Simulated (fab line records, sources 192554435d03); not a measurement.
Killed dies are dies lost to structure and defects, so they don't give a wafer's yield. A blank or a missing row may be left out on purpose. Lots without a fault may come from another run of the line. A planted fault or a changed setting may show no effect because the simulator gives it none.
Chamber matching | flow n5_finfet | N5_PASSIVATION_PASS_ETCH_74 on rie_diel-03: 4 sister chambers
The step etches SiNx in CF4/O2, target depth 220 nm, time 110 s. 24 wafers are shown with their chamber, then 12 later ones without.

WAFERS WITH THEIR CHAMBER
wafer  | chamber | drypump_motor_current_A (A) | showerhead_plenum_p_Torr (Torr) | rf_vpp_V (V)
L074.2 | 1       | 4.8                         | 2.24                            | 248
L074.3 | 2       | 5.7                         | 2.26                            | 240
L074.4 | 3       | 6.6                         | 2.22                            | 239
L077.3 | 3       | 6.7                         | 2.22                            | 238
L077.4 | 0       | 5.3                         | 2.13                            | 249
L077.6 | 0       | 5.3                         | 2.13                            | 248
L080.4 | 0       | 5.3                         | 2.13                            | 247
L080.5 | 3       | 6.6                         | 2.21                            | 237
L080.6 | 2       | 5.7                         | 2.26                            | 239
L081.1 | 3       | 6.6                         | 2.21                            | 240
L081.2 | 0       | 5.3                         | 2.13                            | 247
L081.5 | 0       | 5.4                         | 2.13                            | 246
L086.2 | 2       | 5.7                         | 2.25                            | 241
L086.5 | 0       | 5.3                         | 2.12                            | 248
L086.6 | 3       | 6.6                         | 2.21                            | 237
L092.3 | 1       | 4.8                         | 2.23                            | 249
L092.4 | 2       | 5.7                         | 2.25                            | 240
L092.5 | 0       | 5.3                         | 2.12                            | 248
L089.1 | 1       | 4.8                         | 2.23                            | 249
L089.2 | 3       | 6.6                         | 2.21                            | 238
L089.3 | 0       | 5.3                         | 2.12                            | 246
L089.4 | 2       | 5.7                         | 2.25                            | 237
L089.5 | 2       | 5.7                         | 2.25                            | 239
L089.6 | 3       | 6.6                         | 2.21                            | 237

SIGNATURES (means of the wafers above)
reading                  | chamber 0 | chamber 1 | chamber 2 | chamber 3 | scatter within a chamber
drypump_motor_current_A  | 5.312     | 4.800     | 5.700     | 6.614     | 0.0294
showerhead_plenum_p_Torr | 2.1262    | 2.2333    | 2.2533    | 2.2129    | 0.00515
rf_vpp_V                 | 247.38    | 248.67    | 239.33    | 238.00    | 1.14
Rule: a wafer's distance from a chamber is the root of the sum, over the readings, of the square of ((its reading less the chamber's mean) divided by the reading's scatter). The wafer belongs to the nearest chamber; if the next one is less than 2 further off, it can't be placed. The scatter: the root of (the sum of the squares of (reading less its chamber's mean) over the shown wafers, divided by (wafers less chambers)).

WAFERS WITHOUT THEIR CHAMBER
wafer  | drypump_motor_current_A (A) | showerhead_plenum_p_Torr (Torr) | rf_vpp_V (V)
L095.1 | 5.7                         | 2.25                            | 239
L095.4 | 5.3                         | 2.12                            | 247
L095.5 | 6.7                         | 2.21                            | 237
L093.2 | 5.3                         | 2.12                            | 247
L093.4 | 4.8                         | 2.23                            | 247
L093.5 | 6.6                         | 2.21                            | 237
L094.1 | 4.8                         | 2.23                            | 247
L094.2 | 5.7                         | 2.25                            | 238
L094.3 | 5.3                         | 2.12                            | 248
L094.4 | 6.6                         | 2.21                            | 238
L094.5 | 5.7                         | 2.25                            | 238
L094.6 | 6.6                         | 2.21                            | 237

WHICH CHAMBER EACH WENT THROUGH
wafer  | from the rows above | in truth
L095.1 | 2                   | 2
L095.4 | 0                   | 0
L095.5 | 3                   | 3
L093.2 | 0                   | 0
L093.4 | 1                   | 1
L093.5 | 3                   | 3
L094.1 | 1                   | 1
L094.2 | 2                   | 2
L094.3 | 0                   | 0
L094.4 | 3                   | 3
L094.5 | 2                   | 2
L094.6 | 3                   | 3
Placed correctly: 12 of 12. Can't be placed from these rows: 0. Placed wrongly: 0.
